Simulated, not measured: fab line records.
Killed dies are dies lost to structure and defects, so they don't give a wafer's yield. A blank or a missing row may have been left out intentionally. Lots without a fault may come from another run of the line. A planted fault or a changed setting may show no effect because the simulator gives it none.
fab line records ; flow n5Finfet
[record] lots = 12; wafers = 36; lastDay = 20
route steps=1938 shown GATE_CUT@504 PASSIVATION@1909
lots that met no fault: from a run of the same line without faults
startH: the number of hours between the record's first day and the start of the first shown wafer of the lot ; waitH: hours elapsed since this lot's preceding step ; " the same as in the row above ; L1.1+2: one row covering several wafers at once ; - no value, or no start given ; * or withheld: withheld ; < > ~ a bound
route shown NAME@n: a module of which the file shows steps, and the number in the route of the first ; usual: mean and standard deviation over wafers with no fault ; same: alike in all rows ; chamber/n: place in a boat ; sites: readings site by site ; _std_site: their standard deviation ; _edge_site: the outer-site mean with the inner-site mean subtracted ; radiusMm: for every site, how far away it sits from the centre of the wafer ; mask NAME#n: copy n ; behind: the last tool/chamber to shape the wafer ; hold: the reason the lot was held/the length of the hold in hours/how it ended ; device: names the non-switching transistor (n, p or np) ; end of line: tests run on the same wafers once the route is complete ; a step given without rows: its recipe and nothing more ; killed: not the wafer's yield, but the dies lost to structure and defects at the first sort ; map: a wafer's dies, x killed, . not, _ none there
set.NAME: setting as actually run; set.NAME@STEP: the setting as run at that earlier step ; model.NAME: the simulator's own value behind a step, which no gauge read
a sample of lots followed through the steps of the route, with each step as a table and each wafer as a row
services: when a tool's chamber went out of use (startH, in hours from the record's first day, below 0 if earlier), for how many hours, and the reason
[[steps]]
[step N5_GATE_CUT_VAPOR_ETCH_48]
[recipe] chemistry = BCl3/Cl2; target = TiN; mode = isotropic
[usual] drypumpMotorCurrentA = 6.1/0.41; oesProductAu = 0.81/0.099
lot.wafer;tool;chamber;startH;waitH;drypumpMotorCurrentA;oesProductAu
L741.3;rieMetal-03;1;84.52;0.0;6.6;0.62
L741.4;rieMetal-03;0;84.52;0.0;5.6;0.87
L741.5;rieMetal-03;0;84.52;0.0;5.6;0.89
L743.1;rieMetal-03;0;95.00;0.0;5.7;0.87
L743.4;rieMetal-03;0;95.00;0.0;5.7;0.88
L743.6;rieMetal-03;1;95.00;0.0;6.6;0.62
L745.1;rieMetal-03;0;109.09;0.0;5.7;0.87
L745.3;rieMetal-03;0;109.09;0.0;5.7;0.86
L745.4;rieMetal-03;1;109.09;0.0;6.6;0.61
L747.1;rieMetal-01;1;119.48;0.1;6.6;0.82
L747.2;rieMetal-01;1;119.48;0.1;6.5;0.82
L747.5;rieMetal-01;1;119.48;0.1;6.6;0.81
L748.1;rieMetal-03;0;127.86;0.0;5.7;0.85
L748.3;rieMetal-03;1;127.86;0.0;6.5;0.61
L748.4;rieMetal-03;0;127.86;0.0;5.7;0.85
L758.1;rieMetal-03;0;199.28;0.0;5.7;0.82
L758.3;rieMetal-03;1;199.28;0.0;6.5;0.98
L758.4;rieMetal-03;0;199.28;0.0;5.7;0.83
L759.2;rieMetal-02;1;201.63;0.0;5.5;0.93
L759.3;rieMetal-02;0;201.63;0.0;6.4;0.96
L759.4;rieMetal-02;1;201.63;0.0;5.5;0.92
L760.3;rieMetal-03;0;212.89;0.0;5.7;0.81
L760.5;rieMetal-03;1;212.89;0.0;6.5;0.95
L760.6;rieMetal-03;0;212.89;0.0;5.7;0.82
L762.1;rieMetal-03;0;221.50;0.0;5.7;0.82
L762.4;rieMetal-03;1;221.50;0.0;6.5;0.94
L762.6;rieMetal-03;0;221.50;0.0;5.7;0.82
L764.1;rieMetal-03;0;224.12;0.0;5.6;0.80
L764.2;rieMetal-03;1;224.12;0.0;6.5;0.93
L764.6;rieMetal-03;0;224.12;0.0;5.6;0.81
L761.1;rieMetal-03;0;227.27;0.0;5.7;0.81
L761.2;rieMetal-03;1;227.27;0.0;6.5;0.93
L761.6;rieMetal-03;1;227.27;0.0;6.6;0.93
L763.1;rieMetal-01;1;227.68;0.0;6.6;0.79
L763.3;rieMetal-01;0;227.68;0.0;6.0;0.80
L763.6;rieMetal-01;1;227.68;0.0;6.5;0.79
[step N5_PASSIVATION_AL_ETCH_33]
[recipe] chemistry = Cl2/BCl3; targetDepthA = 28000; overEtchFrac = 0.15; Cl2_flow_sccm = 180; bcl3FlowSccm = 60; target = Al; stopOn = TaN; timeS = 466.7; ionEnergyEv = 100; pressureMtorr = 10; icpW = 900; biasW = 100
[usual] drypumpMotorCurrentA = 6.1/0.4; oesProductAu = 0.71/0.039; throttleValvePct = 34.28/0.096
lot.wafer;tool;chamber;startH;waitH;drypumpMotorCurrentA;oesProductAu;rfHoursCounterH;throttleValvePct
L741.3;rieMetal-03;1;302.62;0.2;6.5;0.80;-;34.34
L741.4;rieMetal-03;0;302.62;0.2;5.6;0.71;-;34.26
L741.5;rieMetal-03;0;302.62;0.2;5.7;0.71;-;34.23
L743.1;rieMetal-01;0;341.79;0.1;6.1;0.68;44;34.16
L743.4;rieMetal-01;0;341.79;0.1;6.1;0.69;-;34.14
L743.6;rieMetal-01;0;341.79;0.1;6.1;0.70;-;34.15
L745.1;rieMetal-02;1;358.96;0.1;5.6;0.74;20;34.29
L745.3;rieMetal-02;1;358.96;0.1;5.6;0.75;-;34.28
L745.4;rieMetal-02;0;358.96;0.1;6.4;0.77;-;34.20
L747.1;rieMetal-01;0;371.18;0.1;6.1;0.68;47;34.14
L747.2;rieMetal-01;1;371.18;0.1;6.5;0.69;59;34.39
L747.5;rieMetal-01;1;371.18;0.1;6.5;0.68;-;34.39
L748.1;rieMetal-02;1;371.88;0.1;5.6;0.75;22;34.29
L748.3;rieMetal-02;0;371.88;0.1;6.4;0.75;-;34.23
L748.4;rieMetal-02;1;371.88;0.1;5.6;0.74;-;34.29
L759.2;rieMetal-01;1;402.79;0.1;6.6;0.67;63;34.40
L759.3;rieMetal-01;1;402.79;0.1;6.5;0.68;-;34.39
L759.4;rieMetal-01;0;402.79;0.1;6.1;0.68;-;34.12
L758.1;rieMetal-03;0;426.44;0.1;5.7;0.69;46;34.27
L758.3;rieMetal-03;1;426.44;0.1;6.6;0.76;-;34.36
L758.4;rieMetal-03;0;426.44;0.1;5.7;0.69;-;34.25
L760.3;rieMetal-02;0;430.48;0.2;6.5;0.73;-;34.25
L760.5;rieMetal-02;0;430.48;0.2;6.5;0.72;-;34.26
L760.6;rieMetal-02;1;430.48;0.2;5.5;0.72;-;34.32
L764.1;rieMetal-03;0;449.56;0.1;5.7;0.69;48;34.28
L764.2;rieMetal-03;1;449.56;0.1;6.6;0.75;21;34.39
L764.6;rieMetal-03;1;449.56;0.1;6.6;0.76;-;34.37
L763.1;rieMetal-01;1;458.28;0.1;6.5;0.66;68;34.43
L763.3;rieMetal-01;1;458.28;0.1;6.5;0.66;-;34.44
L763.6;rieMetal-01;0;458.28;0.1;6.1;0.67;-;34.13
L761.1;rieMetal-01;1;473.62;0.1;6.5;0.67;69;34.39
L761.2;rieMetal-01;0;473.62;0.1;6.1;0.67;57;34.10
L761.6;rieMetal-01;0;473.62;0.1;6.1;0.68;-;34.07
L762.1;rieMetal-01;1;477.50;0.1;6.5;0.65;69;34.42
L762.4;rieMetal-01;1;477.50;0.1;6.5;0.65;-;34.45
L762.6;rieMetal-01;0;477.50;0.1;6.1;0.66;-;34.14
[step N5_PASSIVATION_STRIP_48]
[recipe] chemistry = O2; powerW = 600; tempC = 60; pressureMtorr = 30; rfFrequencyHz = 6e+07; biasPowerW = 0; overashFraction = 0.5; o2FlowSccm = 225
[usual] drypumpMotorCurrentA = 5.8/0.39; oesProductAu = 0.82/0.11; rfVppV = 3.5/2.2; showerheadPlenumPTorr = 2.08/0.04; throttleValvePct = 16.54/0.25
lot.wafer;tool;chamber;startH;waitH;drypumpMotorCurrentA;oesProductAu;rfHoursCounterH;rfVppV;showerheadPlenumPTorr;throttleValvePct
L741.3;rieDiel-02;3;304.81;0.1;5.8;0.94;14;1.9;2.13;16.38
L741.4;rieDiel-02;3;304.81;0.1;5.7;0.98;-;2.6;2.13;16.40
L741.5;rieDiel-02;0;304.81;0.1;6.2;0.81;-;2.2;2.11;16.70
L743.1;rieDiel-04;2;344.34;0.1;6.3;0.68;245;5.0;2.07;16.77
L743.4;rieDiel-04;2;344.34;0.1;6.2;0.72;-;4.1;2.07;16.84
L743.6;rieDiel-04;3;344.34;0.1;5.3;0.94;-;1.3;2.14;16.38
L745.1;rieDiel-05;0;361.23;0.1;6.1;0.69;198;2.5;2.08;16.80
L745.3;rieDiel-05;2;361.23;0.1;5.7;0.93;3;3.3;2.07;16.26
L745.4;rieDiel-05;3;361.23;0.1;5.5;0.69;237;0.9;2.15;16.76
L747.1;rieDiel-05;0;373.43;0.1;6.1;0.67;202;2.0;2.08;16.79
L747.2;rieDiel-05;2;373.43;0.1;5.7;0.96;5;2.7;2.06;16.21
L747.5;rieDiel-05;0;373.43;0.1;6.2;0.72;-;2.0;2.08;16.88
L748.1;rieDiel-05;2;374.53;0.1;5.7;0.97;6;0;2.07;16.17
L748.3;rieDiel-05;0;374.53;0.1;6.1;0.67;203;3.0;2.08;16.76
L748.4;rieDiel-05;3;374.53;0.1;5.5;0.69;242;1.4;2.15;16.78
L759.2;rieDiel-05;1;405.12;0.1;6.3;0.73;121;0.2;2.02;16.53
L759.3;rieDiel-05;0;405.12;0.1;6.1;0.68;215;0.3;2.07;16.90
L759.4;rieDiel-05;2;405.12;0.1;5.7;0.93;-;8.0;2.06;16.23
L758.1;rieDiel-05;2;428.64;0.1;5.7;0.90;27;3.3;2.06;16.23
L758.3;rieDiel-05;3;428.64;0.1;5.5;1.00;3;4.3;2.14;16.35
L758.4;rieDiel-05;1;428.64;0.1;6.3;0.71;131;5.2;2.02;16.55
L760.3;rieDiel-02;0;432.72;0.1;6.2;0.75;162;5.6;2.09;16.74
L760.5;rieDiel-02;1;432.72;0.1;5.6;0.96;-;5.1;2.05;16.30
L760.6;rieDiel-02;0;432.72;0.1;6.2;0.76;-;1.0;2.10;16.73
L764.1;rieDiel-05;1;451.76;0.1;6.3;0.76;141;0.8;2.02;16.57
L764.2;rieDiel-05;2;451.76;0.1;5.7;0.91;36;0;2.06;16.20
L764.6;rieDiel-05;3;451.76;0.1;5.4;0.90;-;7.3;2.14;16.38
L763.1;rieDiel-05;1;462.06;0.1;6.3;0.72;146;2.3;2.02;16.57
L763.3;rieDiel-05;0;462.06;0.1;6.2;0.67;238;1.4;2.06;16.96
L763.6;rieDiel-05;0;462.06;0.1;6.1;0.67;-;2.7;2.07;16.87
L761.1;rieDiel-02;2;475.95;0.1;4.9;0.96;4;3.5;2.06;16.70
L761.2;rieDiel-02;0;475.95;0.1;6.2;0.72;172;4.1;2.09;16.76
L761.6;rieDiel-02;3;475.95;0.1;5.8;0.84;-;0.6;2.11;16.51
L762.1;rieDiel-02;2;479.82;0.1;4.9;0.93;6;2.3;2.06;16.69
L762.4;rieDiel-02;3;479.82;0.1;5.9;0.86;75;4.6;2.11;16.53
L762.6;rieDiel-02;0;479.82;0.1;6.2;0.75;-;3.3;2.09;16.84
[step N5_PASSIVATION_PROBE_49]
[usual] killed_at_M0_to_M3 = 37/12; killed_at_M4_up = 15/5.6; killedAtContacts = 13/6.9; killedAtFrontEnd = 40/11; killedAtOther = 4/3.2; killedDies = 109/20; killedOnRim = 14/4.3; killedOpen = 73/15; killedShort = 35/8.3
[same] grossDies = 1180; killedAtBackSide = 0
lot.wafer;tool;chamber;startH;waitH;killed_at_M0_to_M3;killed_at_M4_up;killedAtContacts;killedAtFrontEnd;killedAtOther;killedDies;killedOnRim;killedOpen;killedShort
L741.3;prober-01;-;307.44;0.1;33;17;24;34;5;113;13;87;26
L741.4;prober-01;-;307.49;0.2;46;7;16;38;1;108;9;79;29
L741.5;prober-01;-;307.54;0.2;37;12;22;60;8;139;16;104;35
L743.1;prober-01;-;346.84;0.0;39;7;7;32;5;90;13;56;34
L743.4;prober-01;-;346.99;0.2;32;15;19;45;4;115;14;65;50
L743.6;prober-01;-;347.09;0.3;33;7;15;38;13;106;9;68;38
L745.1;prober-02;-;363.73;0.0;32;9;23;173;4;241;16;66;37
L745.3;prober-02;-;363.83;0.1;29;10;15;164;0;218;9;59;33
L745.4;prober-02;-;363.88;0.2;22;10;17;150;4;203;30;58;34
L747.1;prober-02;-;376.34;0.0;43;8;13;70;4;138;19;103;34
L747.2;prober-02;-;376.39;0.1;24;14;14;41;0;93;15;64;29
L747.5;prober-02;-;376.54;0.2;43;13;5;59;7;127;13;83;44
L748.1;prober-01;-;377.42;0.0;46;11;25;178;10;270;25;97;44
L748.3;prober-01;-;377.52;0.1;28;14;24;135;6;207;30;71;33
L748.4;prober-01;-;377.57;0.2;32;14;23;183;2;254;11;76;36
L759.2;prober-01;-;407.75;0.2;47;20;34;34;3;138;18;87;49
L759.3;prober-01;-;407.80;0.2;47;12;33;22;3;117;13;78;36
L759.4;prober-01;-;407.85;0.3;56;13;24;34;1;128;15;93;34
L758.1;prober-01;-;431.19;0.0;20;26;16;44;7;113;12;79;33
L758.3;prober-01;-;431.29;0.1;24;21;9;38;2;94;12;57;37
L758.4;prober-01;-;431.34;0.2;48;10;8;51;2;119;11;80;38
L760.3;prober-02;-;435.31;0.1;26;15;22;38;3;104;9;73;31
L760.5;prober-02;-;435.41;0.2;35;19;8;50;1;113;18;71;42
L760.6;prober-02;-;435.46;0.3;31;14;9;42;0;96;20;62;34
L764.1;prober-02;-;454.25;0.0;15;20;26;39;1;101;11;69;32
L764.2;prober-02;-;454.30;0.1;32;17;19;42;4;114;17;85;28
L764.6;prober-02;-;454.50;0.3;28;22;14;58;2;124;23;91;30
L763.1;prober-02;-;464.55;0.0;29;11;14;23;7;84;15;50;34
L763.3;prober-02;-;464.65;0.1;28;16;8;33;4;89;11;57;31
L763.6;prober-02;-;464.80;0.3;24;8;4;36;11;83;16;50;33
L761.1;prober-02;-;478.44;0.0;34;16;16;46;5;117;17;73;41
L761.2;prober-02;-;478.49;0.1;33;20;20;44;4;121;17;88;32
L761.6;prober-02;-;478.69;0.3;23;18;10;44;8;103;17;70;32
L762.1;prober-02;-;482.32;0.0;47;18;7;50;2;124;11;85;37
L762.4;prober-02;-;482.47;0.2;29;20;12;44;5;110;13;71;37
L762.6;prober-02;-;482.57;0.3;31;11;9;35;4;90;6;62;24
// killed by level:class
L741.3 MOL_CONTACT_COAG:geometricParticle:open=23 BEOL_M0_SAQP:geometricParticle:short=8 BEOL_M3:geometricParticle:open=8 STI_FIN_REVEAL:geometricParticle:open=6 BEOL_M1:geometricParticle:open=6 BEOL_M5:geometricParticle:open=6 BEOL_M0_SAQP:geometricParticle:open=5 BEOL_M7:geometricParticle:open=5
L741.4 MOL_CONTACT_COAG:geometricParticle:open=15 FIN_SAQP:geometricParticle:open=12 BEOL_M0_SAQP:geometricParticle:open=12 BEOL_M0_SAQP:geometricParticle:short=11 STI_FIN_REVEAL:geometricParticle:open=10 BEOL_M2:geometricParticle:open=6 BEOL_M0:geometricParticle:open=5 BEOL_M1:geometricParticle:open=5
L741.5 STI_FIN_REVEAL:geometricParticle:open=18 MOL_CONTACT_COAG:geometricParticle:open=17 BEOL_M0_SAQP:geometricParticle:open=10 FIN_SAQP:geometricParticle:open=9 BEOL_M2:geometricParticle:open=9 DUMMY_GATE:geometricParticle:open=7 GATE_CUT:geometricParticle:short=6 BEOL_M3:geometricParticle:open=6
L743.1 BEOL_M0_SAQP:geometricParticle:open=9 FIN_SAQP:geometricParticle:open=8 BEOL_M0_SAQP:geometricParticle:short=8 BEOL_M1:geometricParticle:open=8 GATE_CUT:geometricParticle:open=5 BEOL_M2:geometricParticle:open=5 BEOL_M1:geometricParticle:short=5 FIN_SAQP:geometricParticle:short=4
L743.4 STI_FIN_REVEAL:geometricParticle:open=14 MOL_CONTACT_COAG:geometricParticle:open=11 FIN_SAQP:geometricParticle:short=10 BEOL_M0_SAQP:geometricParticle:open=9 MOL_CONTACT_COAG:geometricParticle:short=8 BEOL_M0_SAQP:geometricParticle:short=7 BEOL_M4:geometricParticle:open=7 BEOL_M3:geometricParticle:open=5
L743.6 STI_FIN_REVEAL:geometricParticle:open=17 FIN_SAQP:geometricParticle:open=8 MOL_CONTACT_COAG:geometricParticle:open=8 BEOL_M2:geometricParticle:open=8 MOL_CONTACT_COAG:geometricParticle:short=7 MIM_TOP:geometricParticle:short=7 BEOL_M0_SAQP:geometricParticle:open=6 STI_FIN_REVEAL:geometricParticle:short=4
L745.1 GATE_CUT:unspecified=136 MOL_CONTACT_COAG:geometricParticle:open=19 STI_FIN_REVEAL:geometricParticle:open=10 BEOL_M2:geometricParticle:open=10 FIN_SAQP:geometricParticle:short=7 BEOL_M0_SAQP:geometricParticle:short=5 BEOL_M0:geometricParticle:open=5 DUMMY_GATE:geometricParticle:open=4
L745.3 GATE_CUT:unspecified=125 BEOL_M2:geometricParticle:open=12 MOL_CONTACT_COAG:geometricParticle:open=11 STI_FIN_REVEAL:geometricParticle:open=8 FIN_SAQP:geometricParticle:short=7 FIN_SAQP:geometricParticle:open=5 MOL_CONTACT_COAG:geometricParticle:short=4 BEOL_M0_SAQP:geometricParticle:short=4
L745.4 GATE_CUT:unspecified=109 MOL_CONTACT_COAG:geometricParticle:open=12 FIN_SAQP:geometricParticle:open=10 BEOL_M2:geometricParticle:open=8 FIN_SAQP:geometricParticle:short=6 STI_FIN_REVEAL:geometricParticle:open=5 MOL_CONTACT_COAG:geometricParticle:short=5 DUMMY_GATE:geometricParticle:open=4
L747.1 FIN_SAQP:geometricParticle:open=22 STI_FIN_REVEAL:geometricParticle:open=19 MOL_CONTACT_COAG:geometricParticle:open=13 BEOL_M1:geometricParticle:open=10 BEOL_M3:geometricParticle:open=8 GATE_CUT:geometricParticle:short=7 BEOL_M0_SAQP:geometricParticle:open=5 BEOL_M0:geometricParticle:open=5
L747.2 MOL_CONTACT_COAG:geometricParticle:open=12 FIN_SAQP:geometricParticle:short=11 FIN_SAQP:geometricParticle:open=8 STI_FIN_REVEAL:geometricParticle:open=8 DUMMY_GATE:geometricParticle:open=8 BEOL_M4:geometricParticle:open=5 BEOL_M0_SAQP:geometricParticle:short=4 BEOL_M7:geometricParticle:open=4
L747.5 FIN_SAQP:geometricParticle:open=17 STI_FIN_REVEAL:geometricParticle:open=13 BEOL_M0_SAQP:geometricParticle:short=12 BEOL_M0_SAQP:geometricParticle:open=11 FIN_SAQP:geometricParticle:short=8 BEOL_M1:geometricParticle:open=7 BEOL_M4:geometricParticle:open=7 BEOL_M2:geometricParticle:open=6
L748.1 GATE_CUT:unspecified=128 MOL_CONTACT_COAG:geometricParticle:open=20 BEOL_M0_SAQP:geometricParticle:open=15 BEOL_M0_SAQP:geometricParticle:short=15 STI_FIN_REVEAL:geometricParticle:open=13 ILD0:geometricParticle:open=7 FIN_SAQP:geometricParticle:open=6 FIN_SAQP:geometricParticle:short=5
L748.3 GATE_CUT:unspecified=102 MOL_CONTACT_COAG:geometricParticle:open=18 BEOL_M0_SAQP:geometricParticle:short=9 BEOL_M0_SAQP:geometricParticle:open=8 FIN_SAQP:geometricParticle:open=6 GATE_CUT:geometricParticle:short=6 GATE_CUT:geometricParticle:open=5 MOL_CONTACT_COAG:geometricParticle:short=5
L748.4 GATE_CUT:unspecified=142 MOL_CONTACT_COAG:geometricParticle:open=19 FIN_SAQP:geometricParticle:short=9 STI_FIN_REVEAL:geometricParticle:open=8 BEOL_M5:geometricParticle:open=8 FIN_SAQP:geometricParticle:open=7 BEOL_M1:geometricParticle:open=7 BEOL_M0_SAQP:geometricParticle:open=6
L759.2 MOL_CONTACT_COAG:geometricParticle:open=26 BEOL_M0_SAQP:geometricParticle:short=16 BEOL_M0_SAQP:geometricParticle:open=14 MOL_CONTACT_COAG:geometricParticle:short=8 GATE_CUT:geometricParticle:short=7 BEOL_M4:geometricParticle:open=7 FIN_SAQP:geometricParticle:open=6 BEOL_M3:geometricParticle:open=5
L759.3 MOL_CONTACT_COAG:geometricParticle:open=26 BEOL_M0_SAQP:geometricParticle:short=13 BEOL_M0_SAQP:geometricParticle:open=11 BEOL_M4:geometricParticle:open=7 MOL_CONTACT_COAG:geometricParticle:short=7 BEOL_M0:geometricParticle:open=7 BEOL_M3:geometricParticle:open=7 STARTING-WAFER:geometricParticle:open=4
L759.4 MOL_CONTACT_COAG:geometricParticle:open=20 BEOL_M3:geometricParticle:open=17 BEOL_M0_SAQP:geometricParticle:open=14 FIN_SAQP:geometricParticle:open=11 BEOL_M0_SAQP:geometricParticle:short=9 STI_FIN_REVEAL:geometricParticle:open=7 BEOL_M0:geometricParticle:open=6 FIN_SAQP:geometricParticle:short=5
L758.1 MOL_CONTACT_COAG:geometricParticle:open=13 STI_FIN_REVEAL:geometricParticle:open=9 BEOL_M4:geometricParticle:open=9 FIN_SAQP:geometricParticle:open=7 FIN_SAQP:geometricParticle:short=6 BEOL_M3:geometricParticle:open=6 BEOL_M5:geometricParticle:open=6 BEOL_M7:geometricParticle:open=5
L758.3 BEOL_M4:geometricParticle:open=15 FIN_SAQP:geometricParticle:open=12 FIN_SAQP:geometricParticle:short=7 MOL_CONTACT_COAG:geometricParticle:open=6 BEOL_M0_SAQP:geometricParticle:short=6 BEOL_M0_SAQP:geometricParticle:open=5 STI_FIN_REVEAL:geometricParticle:open=4 BEOL_M3:geometricParticle:open=4
L758.4 FIN_SAQP:geometricParticle:open=18 FIN_SAQP:geometricParticle:short=15 BEOL_M0_SAQP:geometricParticle:open=11 BEOL_M0_SAQP:geometricParticle:short=10 STI_FIN_REVEAL:geometricParticle:open=7 MOL_CONTACT_COAG:geometricParticle:open=7 BEOL_M1:geometricParticle:open=7 BEOL_M3:geometricParticle:open=7
L760.3 MOL_CONTACT_COAG:geometricParticle:open=18 FIN_SAQP:geometricParticle:open=9 FIN_SAQP:geometricParticle:short=8 BEOL_M1:geometricParticle:open=8 BEOL_M4:geometricParticle:open=7 STI_FIN_REVEAL:geometricParticle:open=6 BEOL_M2:geometricParticle:open=5 ILD0:geometricParticle:open=4
L760.5 FIN_SAQP:geometricParticle:short=12 STI_FIN_REVEAL:geometricParticle:open=12 FIN_SAQP:geometricParticle:open=11 BEOL_M0_SAQP:geometricParticle:open=10 BEOL_M0_SAQP:geometricParticle:short=9 BEOL_M4:geometricParticle:open=9 STI_FIN_REVEAL:geometricParticle:short=5 BEOL_M4:geometricParticle:short=5
L760.6 DUMMY_GATE:geometricParticle:open=10 STI_FIN_REVEAL:geometricParticle:open=9 BEOL_M0_SAQP:geometricParticle:short=8 BEOL_M0_SAQP:geometricParticle:open=8 MOL_CONTACT_COAG:geometricParticle:open=7 BEOL_M2:geometricParticle:open=7 FIN_SAQP:geometricParticle:open=4 FIN_SAQP:geometricParticle:short=4
L764.1 MOL_CONTACT_COAG:geometricParticle:open=22 STI_FIN_REVEAL:geometricParticle:open=11 DUMMY_GATE:geometricParticle:open=6 BEOL_M4:geometricParticle:open=6 GATE_CUT:geometricParticle:short=5 BEOL_M6:geometricParticle:open=5 MOL_CONTACT_COAG:geometricParticle:short=4 BEOL_M1:geometricParticle:open=4
L764.2 MOL_CONTACT_COAG:geometricParticle:open=18 BEOL_M3:geometricParticle:open=11 FIN_SAQP:geometricParticle:open=6 STI_FIN_REVEAL:geometricParticle:open=6 DUMMY_GATE:geometricParticle:open=6 BEOL_M0_SAQP:geometricParticle:open=6 BEOL_M4:geometricParticle:open=6 ILD0:geometricParticle:open=5
L764.6 STI_FIN_REVEAL:geometricParticle:open=22 FIN_SAQP:geometricParticle:open=12 BEOL_M4:geometricParticle:open=12 MOL_CONTACT_COAG:geometricParticle:open=10 FIN_SAQP:geometricParticle:short=9 BEOL_M0_SAQP:geometricParticle:open=8 BEOL_M2:geometricParticle:open=7 BEOL_M3:geometricParticle:open=5
L763.1 MOL_CONTACT_COAG:geometricParticle:open=14 BEOL_M0_SAQP:geometricParticle:short=10 BEOL_M0_SAQP:geometricParticle:open=10 FIN_SAQP:geometricParticle:short=9 BEOL_M1:geometricParticle:open=5 BEOL_M4:geometricParticle:open=4 FIN_SAQP:geometricParticle:open=3 DUMMY_GATE:geometricParticle:open=3
L763.3 FIN_SAQP:geometricParticle:open=7 MOL_CONTACT_COAG:geometricParticle:open=7 BEOL_M4:geometricParticle:open=6 FIN_SAQP:geometricParticle:short=5 BEOL_M1:geometricParticle:open=5 BEOL_M2:geometricParticle:open=5 STARTING-WAFER:geometricParticle:short=5 ILD0:geometricParticle:open=4
L763.6 ILD0:geometricParticle:short=7 GATE_CUT:geometricParticle:short=6 BEOL_M0_SAQP:geometricParticle:short=6 BEOL_M0_SAQP:geometricParticle:open=5 BEOL_M1:geometricParticle:open=5 FIN_SAQP:geometricParticle:open=4 MIM_BOT:geometricParticle:open=4 DUMMY_GATE:geometricParticle:open=3
L761.1 MOL_CONTACT_COAG:geometricParticle:open=11 FIN_SAQP:geometricParticle:short=10 STI_FIN_REVEAL:geometricParticle:open=8 FIN_SAQP:geometricParticle:open=7 BEOL_M3:geometricParticle:open=7 BEOL_M0_SAQP:geometricParticle:open=6 BEOL_M0_SAQP:geometricParticle:short=6 STARTING-WAFER:geometricParticle:open=6
L761.2 STI_FIN_REVEAL:geometricParticle:open=17 MOL_CONTACT_COAG:geometricParticle:open=15 BEOL_M2:geometricParticle:open=9 BEOL_M3:geometricParticle:open=7 BEOL_M4:geometricParticle:open=7 FIN_SAQP:geometricParticle:short=5 ILD0:geometricParticle:open=5 MOL_CONTACT_COAG:geometricParticle:short=5
L761.6 BEOL_M4:geometricParticle:open=11 STI_FIN_REVEAL:geometricParticle:open=10 MOL_CONTACT_COAG:geometricParticle:open=9 BEOL_M1:geometricParticle:open=8 FIN_SAQP:geometricParticle:open=6 STI_FIN_REVEAL:geometricParticle:short=6 FIN_SAQP:geometricParticle:short=5 MIM_TOP_ETCH:geometricParticle:open=5
L762.1 BEOL_M0_SAQP:geometricParticle:short=13 BEOL_M3:geometricParticle:open=12 STI_FIN_REVEAL:geometricParticle:open=9 BEOL_M0_SAQP:geometricParticle:open=8 BEOL_M4:geometricParticle:open=8 GATE_CUT:geometricParticle:short=7 GATE_CUT:geometricParticle:open=7 BEOL_M0:geometricParticle:open=7
L762.4 FIN_SAQP:geometricParticle:open=9 DUMMY_GATE:geometricParticle:open=9 MOL_CONTACT_COAG:geometricParticle:open=9 BEOL_M0_SAQP:geometricParticle:short=7 BEOL_M4:geometricParticle:open=6 STI_FIN_REVEAL:geometricParticle:open=5 BEOL_M1:geometricParticle:open=5 DUMMY_GATE:geometricParticle:short=4
L762.6 MOL_CONTACT_COAG:geometricParticle:open=8 BEOL_M3:geometricParticle:open=7 FIN_SAQP:geometricParticle:open=6 STI_FIN_REVEAL:geometricParticle:open=6 BEOL_M0_SAQP:geometricParticle:open=5 BEOL_M0:geometricParticle:open=5 BEOL_M2:geometricParticle:open=5 BEOL_M4:geometricParticle:open=5
[[services]]
tool;chamber;startH;hours;kind
rieDiel-02;-;71.96;1.9;repair
rieDiel-02;-;91.19;4.7;repair
rieMetal-03;1;99.45;4.7;repair
rieMetal-02;-;107.53;14.6;pm
rieMetal-01;-;123.27;0.9;repair
rieDiel-04;1;137.43;26.9;repair
rieMetal-01;1;139.17;8.5;repair
rieDiel-04;-;140.31;15.6;pm
rieDiel-02;-;187.57;0.5;repair
rieDiel-05;1;217.15;4.6;repair
rieDiel-02;1;217.15;5.2;repair
rieDiel-04;3;230.56;7.6;repair
rieMetal-01;-;279.51;0.5;repair
rieMetal-01;1;294.19;6.5;repair
rieDiel-05;1;302.74;4.3;repair
rieDiel-02;2;303.28;3.9;repair
rieDiel-02;2;364.20;19.8;repair
rieMetal-03;-;364.79;1.1;repair
rieMetal-03;-;379.61;10.0;pm
rieDiel-02;1;387.70;4.1;repair
rieDiel-02;-;419.96;0.5;repair
rieDiel-02;-;438.94;0.8;repair
rieDiel-02;1;453.70;15.3;repair
rieDiel-02;-;455.48;15.6;pm
[[key]]
[firstSign] step = N5_PASSIVATION_PROBE_49; reading = killedAtFrontEnd; direction = up; sigmas = 11; usual = 40; struck = 164
[effect] step = N5_PASSIVATION_PROBE_49; reading = killedDies; direction = up; sigmas = 6.2; usual = 109; struck = 232
[moreKillsBornAt] N5_GATE_CUT_VAPOR_ETCH_48@rieMetal-03 = 742
metAt N5_GATE_CUT_VAPOR_ETCH_48
struckLots L745,L748
testerLeftOut L745,L748
notActingAt N5_PASSIVATION_AL_ETCH_33,N5_PASSIVATION_STRIP_48
onsetBetween 95.00 109.09
[fault] kind = chamberParticleSource; tool = rieMetal-03; chamber = -; onsetH = 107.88; steps = N5_GATE_CUT_VAPOR_ETCH_48; ratePerVisitCm2 = 1.0079; endH = 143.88
// testerLeftOut: of these lots the tester's yield and bins aren't shown, on N5 and GAA mostly nor the transistor test; their killed dies are dies lost to structure and defects alone, not to doping, threshold or leakage, so they don't give the yield
